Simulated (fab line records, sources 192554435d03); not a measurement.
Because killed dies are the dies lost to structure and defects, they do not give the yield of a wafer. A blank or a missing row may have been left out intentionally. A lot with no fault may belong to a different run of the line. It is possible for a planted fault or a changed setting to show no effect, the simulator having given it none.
fab line records	flow n5_finfet
record: lots: 10	wafers: 30	last_day: 17
route steps=1938 shown BEOL_M11@1575
lots that met no fault: taken from a fault-free run of the same line
start_h: start of the lot's first displayed wafer, in hours after the record's first day	wait_h: hours since the lot's step before	" unchanged from the row above	L1.1+2: a row that stands for several wafers	- either no value or no given start	* or withheld: withheld	< > ~ a bound
route shown NAME@n: a module of which the file shows steps, and the number in the route of the first	usual: average and standard deviation across the fault-free wafers	same: alike in all rows	chamber/n: place in a boat	sites: per-site readings	_std_site: standard deviation of those values	_edge_site: outer sites' mean less inner sites'	radius_mm: how far each site lies from the wafer's centre	mask NAME#n: copy n	behind: the tool/chamber that last shaped the wafer	hold: cause of the lot's hold/its duration in hours/its outcome	device: which transistor (n, p or np) failed to switch	end of line: the tests these same wafers got at the end of their route	a step with no rows: only its recipe	killed: the dies lost at the first sort to structure and to defects; this is not the yield of the wafer	map: a wafer's dies, marking killed ones x, the rest . and places with no die _
set.NAME: the setting that was run; set.NAME@STEP: the one run at that earlier step	model.NAME: the simulator's own value behind a step, which no gauge read
route steps across a sampled set of lots; one table per step, one row per wafer
services: from which hour (start_h, from the record's first day; less than 0 if before it) a tool's chamber was out of use, for how many hours, and why
== steps ==
step: N5_BEOL_M11_VIA_ETCH_34
recipe: chemistry: C4F6/O2	target: SiCOH_lowk	target_depth_a: 1845	mask_material: SOC	taper_deg: 4	time_s: 69.2	ion_energy_ev: 250	pressure_mtorr: 30	source_w: 345	bias_w: 185	Ar_flow_sccm: 300	C4F6_flow_sccm: 10	O2_flow_sccm: 10
usual: drypump_motor_current_A: 5.8/0.52	oes_product_au: 0.78/0.076	rf_fwd_power_W: 341.7/1.4	rf_vpp_V: 666/6	showerhead_plenum_p_Torr: 2.90/0.081	throttle_valve_pct: 20.8/0.3
lot.wafer	tool	chamber	start_h	wait_h	drypump_motor_current_A	oes_product_au	rf_fwd_power_W	rf_hours_counter_h	rf_vpp_V	showerhead_plenum_p_Torr	throttle_valve_pct
L773.3	rie_diel-06	3	232.44	0.0	6.2	0.88	340.2	38	670	2.89	20.3
L773.4	"	2	"	"	6.4	0.69	341.3	-	654	2.72	21.5
L773.6	"	3	"	"	6.2	0.89	341.0	-	667	2.89	20.3
L775.4	rie_diel-03	0	232.69	0.0	5.3	0.71	341.0	-	673	2.94	20.6
L775.5	"	1	"	"	5.9	0.73	343.2	-	670	2.94	21.0
L775.6	"	2	"	"	6.0	0.72	343.6	-	672	2.92	20.9
L772.1	rie_diel-03	0	234.62	0.0	5.3	0.72	342.1	190	673	2.94	20.6
L772.4	"	1	"	"	5.9	0.73	341.4	-	672	2.94	21.0
L772.5	"	2	"	"	6.0	0.72	345.2	-	672	2.92	20.9
L778.1	rie_diel-03	0	260.20	0.0	5.3	0.71	341.2	200	672	2.93	20.6
L778.4	"	0	"	"	5.3	0.71	340.5	-	672	2.93	20.6
L778.6	"	1	"	"	5.9	0.76	424.6	-	601	2.93	21.1
L786.1	rie_diel-01	0	300.57	0.0	6.7	0.72	340.1	209	669	2.94	20.9
L786.2	"	3	"	"	5.7	0.81	342.6	101	665	2.75	20.7
L786.5	"	0	"	"	6.7	0.73	342.2	-	667	2.94	20.9
L787.3	rie_diel-01	3	311.04	0.0	5.8	0.80	344.2	104	665	2.75	20.7
L787.4	"	2	"	"	5.4	0.96	343.1	11	673	2.91	20.7
L787.5	"	1	"	"	5.0	0.81	341.4	-	658	2.99	20.8
L788.3	rie_diel-06	3	323.00	0.0	6.2	0.85	342.8	67	668	2.87	20.3
L788.4	"	2	"	"	6.4	0.68	342.6	244	651	2.71	21.5
L788.5	"	0	"	"	5.0	0.81	340.6	-	660	2.98	20.8
L791.1	rie_diel-06	2	340.26	0.0	6.4	0.67	342.1	250	655	2.70	21.5
L791.4	"	1	"	"	5.9	0.85	339.8	58	669	2.89	20.7
L791.5	"	2	"	"	6.4	0.67	341.8	-	652	2.70	21.6
L792.1	rie_diel-03	2	348.27	0.0	6.0	0.68	341.6	249	670	2.90	21.0
L792.2	"	1	"	"	6.0	0.70	341.1	240	672	2.92	21.1
L792.3	"	3	"	"	5.7	0.84	342.1	56	664	2.88	20.8
L795.4	rie_diel-01	0	367.03	0.0	6.7	0.70	343.1	228	667	2.93	20.9
L795.5	"	0	"	"	6.7	0.70	344.1	-	667	2.93	20.9
L795.6	"	1	"	"	5.0	0.80	341.1	-	659	2.98	20.8
step: N5_BEOL_M11_STRIP_36
recipe: chemistry: N2/H2	power_w: 450	temp_c: 40	pressure_mtorr: 20	rf_frequency_hz: 6e+07	overash_fraction: 0.3	bias_power_w: 7	h2_frac: 0.5	n2_flow_sccm: 200	h2_flow_sccm: 200
usual: drypump_motor_current_A: 5.8/0.52	oes_product_au: 0.77/0.073	rf_vpp_V: 58.8/1.7	showerhead_plenum_p_Torr: 2.59/0.079	throttle_valve_pct: 23.5/0.33
lot.wafer	tool	chamber	start_h	wait_h	drypump_motor_current_A	oes_product_au	rf_hours_counter_h	rf_vpp_V	showerhead_plenum_p_Torr	throttle_valve_pct
L773.3	rie_diel-06	3	232.50	0.0	6.2	0.88	38	58.6	2.59	22.9
L773.4	"	2	"	"	6.4	0.71	-	57.7	2.40	24.2
L773.6	"	3	"	"	6.2	0.88	-	58.7	2.59	22.9
L775.4	rie_diel-03	0	232.75	0.0	5.3	0.71	-	59.0	2.63	23.4
L775.5	"	1	"	"	6.0	0.73	-	58.2	2.62	23.8
L775.6	"	2	"	"	6.0	0.72	-	60.9	2.62	23.8
L772.1	rie_diel-03	0	234.68	0.0	5.3	0.72	190	59.3	2.62	23.4
L772.4	"	1	"	"	6.0	0.72	-	56.9	2.62	23.8
L772.5	"	2	"	"	6.0	0.71	-	55.9	2.62	23.7
L778.1	rie_diel-03	0	260.26	0.0	5.3	0.72	200	57.9	2.62	23.4
L778.4	"	0	"	"	5.3	0.70	-	58.6	2.62	23.4
L778.6	"	1	"	"	6.0	0.73	-	60.2	2.61	23.8
L786.1	rie_diel-01	0	300.63	0.0	6.7	0.72	209	57.3	2.61	23.5
L786.2	"	3	"	"	5.7	0.80	101	57.9	2.46	23.4
L786.5	"	0	"	"	6.7	0.72	-	59.5	2.61	23.5
L787.3	rie_diel-01	3	311.10	0.0	5.7	0.80	104	59.0	2.46	23.4
L787.4	"	2	"	"	5.4	0.95	11	60.4	2.60	23.6
L787.5	"	1	"	"	5.0	0.83	-	62.6	2.69	23.4
L788.3	rie_diel-06	3	323.07	0.0	6.2	0.85	67	57.3	2.57	23.0
L788.4	"	2	"	"	6.4	0.68	244	57.0	2.39	24.3
L788.5	"	0	"	"	5.0	0.81	-	59.9	2.66	23.2
L791.1	rie_diel-06	2	340.32	0.0	6.4	0.68	250	56.0	2.39	24.3
L791.4	"	1	"	"	5.9	0.85	58	55.2	2.57	23.4
L791.5	"	2	"	"	6.4	0.68	-	54.5	2.39	24.3
L792.1	rie_diel-03	2	348.33	0.0	6.0	0.68	249	59.5	2.61	23.7
L792.2	"	1	"	"	6.0	0.70	240	61.5	2.60	23.8
L792.3	"	3	"	"	5.7	0.84	56	59.4	2.59	23.7
L795.4	rie_diel-01	0	367.09	0.0	6.7	0.72	228	57.4	2.61	23.5
L795.5	"	0	"	"	6.7	0.69	-	58.7	2.61	23.5
L795.6	"	1	"	"	5.0	0.78	-	59.9	2.68	23.4
step: N5_BEOL_M11_TRENCH_ETCH_37
recipe: chemistry: C4F6/O2	target_depth_a: 1488.3	target: SiCOH_lowk	time_s: 48	ion_energy_ev: 250	pressure_mtorr: 30	source_w: 345	bias_w: 185	Ar_flow_sccm: 300	C4F6_flow_sccm: 10	O2_flow_sccm: 10
usual: drypump_motor_current_A: 5.8/0.52	oes_product_au: 0.77/0.076	rf_fwd_power_W: 340.9/1.4	rf_vpp_V: 666/6	showerhead_plenum_p_Torr: 2.90/0.081	throttle_valve_pct: 20.8/0.3
lot.wafer	tool	chamber	start_h	wait_h	drypump_motor_current_A	oes_product_au	rf_fwd_power_W	rf_hours_counter_h	rf_vpp_V	showerhead_plenum_p_Torr	throttle_valve_pct
L773.3	rie_diel-06	3	-	-	6.2	0.89	341.9	38	670	2.89	20.3
L773.4	"	2	"	"	6.4	0.70	340.5	-	654	2.72	21.5
L773.6	"	3	"	"	6.2	0.89	340.4	-	669	2.89	20.3
L775.4	rie_diel-03	0	-	-	5.3	0.71	341.5	-	673	2.94	20.6
L775.5	"	1	"	"	5.9	0.73	341.1	-	671	2.94	21.0
L775.6	"	2	"	"	6.0	0.72	342.5	-	671	2.92	20.9
L772.1	rie_diel-03	0	-	-	5.2	0.71	341.3	190	672	2.94	20.6
L772.4	"	1	"	"	5.9	0.72	339.4	-	670	2.94	21.1
L772.5	"	2	"	"	6.0	0.71	343.8	-	672	2.92	20.9
L778.1	rie_diel-03	0	-	-	5.3	0.71	341.3	200	673	2.93	20.6
L778.4	"	0	"	"	5.3	0.70	340.3	-	672	2.93	20.6
L778.6	"	1	"	"	5.9	0.71	341.5	-	671	2.93	21.1
L786.1	rie_diel-01	0	-	-	6.7	0.72	343.8	209	667	2.94	20.9
L786.2	"	3	"	"	5.7	0.80	339.7	101	667	2.75	20.7
L786.5	"	0	"	"	6.7	0.72	341.6	-	668	2.94	20.9
L787.3	rie_diel-01	3	-	-	5.8	0.80	343.6	104	665	2.75	20.7
L787.4	"	2	"	"	5.4	0.95	340.7	11	672	2.91	20.8
L787.5	"	1	"	"	5.0	0.82	339.7	-	659	2.99	20.8
L788.3	rie_diel-06	3	-	-	6.2	0.85	340.7	67	668	2.87	20.3
L788.4	"	2	"	"	6.4	0.67	341.9	244	652	2.71	21.6
L788.5	"	0	"	"	5.0	0.80	339.5	-	662	2.98	20.8
L791.1	rie_diel-06	2	-	-	6.4	0.67	338.7	250	653	2.70	21.6
L791.4	"	1	"	"	5.9	0.86	340.6	58	668	2.89	20.8
L791.5	"	2	"	"	6.4	0.68	340.5	-	652	2.70	21.6
L792.1	rie_diel-03	2	-	-	6.0	0.68	342.7	249	673	2.90	21.0
L792.2	"	1	"	"	5.9	0.70	341.9	240	673	2.92	21.1
L792.3	"	3	"	"	5.8	0.85	340.2	56	667	2.88	20.8
L795.4	rie_diel-01	0	-	-	6.7	0.71	343.1	228	667	2.93	20.9
L795.5	"	0	"	"	6.7	0.70	342.9	-	667	2.93	21.0
L795.6	"	1	"	"	5.0	0.80	341.3	-	658	2.98	20.8
step: N5_BEOL_M11_STRIP_77
recipe: chemistry: N2/H2	time_s: 10	power_w: 450	temp_c: 40	pressure_mtorr: 20	rf_frequency_hz: 6e+07	bias_power_w: 7	n2_flow_sccm: 200	h2_flow_sccm: 200
usual: drypump_motor_current_A: 5.8/0.52	oes_product_au: 0.77/0.074	rf_vpp_V: 59.2/0.9	showerhead_plenum_p_Torr: 2.59/0.079	throttle_valve_pct: 23.5/0.33
lot.wafer	tool	chamber	start_h	wait_h	drypump_motor_current_A	oes_product_au	rf_hours_counter_h	rf_vpp_V	showerhead_plenum_p_Torr	throttle_valve_pct
L773.3	rie_diel-06	3	-	-	6.2	0.87	38	58.7	2.59	22.9
L773.4	"	2	"	"	6.4	0.70	-	57.8	2.40	24.2
L773.6	"	3	"	"	6.2	0.88	-	60.5	2.59	22.9
L775.4	rie_diel-03	0	-	-	5.3	0.72	-	59.5	2.63	23.4
L775.5	"	1	"	"	5.9	0.72	-	58.7	2.62	23.7
L775.6	"	2	"	"	6.0	0.71	-	59.4	2.62	23.7
L772.1	rie_diel-03	0	-	-	5.3	0.71	191	58.3	2.62	23.4
L772.4	"	1	"	"	5.9	0.72	-	59.1	2.62	23.8
L772.5	"	2	"	"	6.0	0.71	-	59.0	2.62	23.7
L778.1	rie_diel-03	0	-	-	5.3	0.71	200	60.5	2.62	23.4
L778.4	"	0	"	"	5.3	0.70	-	59.2	2.62	23.4
L778.6	"	1	"	"	5.9	0.72	-	58.7	2.61	23.8
L786.1	rie_diel-01	0	-	-	6.7	0.72	209	58.3	2.61	23.5
L786.2	"	3	"	"	5.7	0.80	101	58.3	2.46	23.4
L786.5	"	0	"	"	6.6	0.73	-	57.4	2.61	23.5
L787.3	rie_diel-01	3	-	-	5.8	0.80	104	60.0	2.46	23.4
L787.4	"	2	"	"	5.4	0.93	11	58.5	2.60	23.5
L787.5	"	1	"	"	5.0	0.81	-	59.3	2.69	23.4
L788.3	rie_diel-06	3	-	-	6.2	0.85	67	58.7	2.57	23.0
L788.4	"	2	"	"	6.4	0.69	244	58.3	2.39	24.2
L788.5	"	0	"	"	5.0	0.81	-	59.6	2.66	23.2
L791.1	rie_diel-06	2	-	-	6.4	0.68	250	59.7	2.39	24.3
L791.4	"	1	"	"	5.9	0.85	58	58.8	2.57	23.4
L791.5	"	2	"	"	6.4	0.68	-	58.4	2.39	24.3
L792.1	rie_diel-03	2	-	-	6.0	0.69	249	60.3	2.61	23.8
L792.2	"	1	"	"	6.0	0.71	240	59.1	2.60	23.8
L792.3	"	3	"	"	5.7	0.85	56	57.7	2.59	23.7
L795.4	rie_diel-01	0	-	-	6.7	0.70	228	59.2	2.61	23.5
L795.5	"	0	"	"	6.7	0.70	-	59.1	2.61	23.5
L795.6	"	1	"	"	5.0	0.79	-	59.1	2.68	23.4
== services ==
tool	chamber	start_h	hours	kind
rie_diel-06	1	228.58	18.5	repair
rie_diel-01	2	252.57	-	clean
rie_diel-01	2	252.57	-	consumable_replace:focus_ring
rie_diel-01	2	252.57	22.7	scheduled_down
rie_diel-01	2	252.57	22.7	vent_cycle
rie_diel-03	1	262.53	4.8	repair
rie_diel-01	3	277.69	5.4	repair
rie_diel-03	-	328.19	2.8	pm
rie_diel-06	2	340.52	-	clean
rie_diel-06	2	340.52	-	consumable_replace:focus_ring
rie_diel-06	2	340.52	-	consumable_replace:showerhead
rie_diel-06	2	340.52	28.2	scheduled_down
rie_diel-06	2	340.52	28.2	vent_cycle
rie_diel-06	1	349.71	9.9	repair
rie_diel-03	2	352.94	-	clean
rie_diel-03	2	352.94	-	consumable_replace:esc
rie_diel-03	2	352.94	-	consumable_replace:focus_ring
rie_diel-03	2	352.94	19.2	scheduled_down
rie_diel-03	2	352.94	19.2	vent_cycle
== key ==
first_sign: step: N5_BEOL_M11_VIA_ETCH_34	reading: rf_fwd_power_W	direction: up	sigmas: 61	usual: *	struck: *
effect: step: N5_BEOL_M11_VIA_ETCH_34	reading: rf_vpp_V	direction: down	sigmas: 11	usual: 666	struck: 601
met_at N5_BEOL_M11_VIA_ETCH_34
struck_lots L778
struck_wafers L778.6
not_acting_at N5_BEOL_M11_STRIP_36,N5_BEOL_M11_TRENCH_ETCH_37,N5_BEOL_M11_STRIP_77
onset_between 234.62 260.20
fault: kind: process_parameter_drift	tool: rie_diel-03	chamber: 1	onset_h: 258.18	steps: N5_BEOL_M11_VIA_ETCH_34	channel: source_w	offset: 82.8	shape: step	end_h: 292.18	acts_in: these_recipes_only	stated: 345
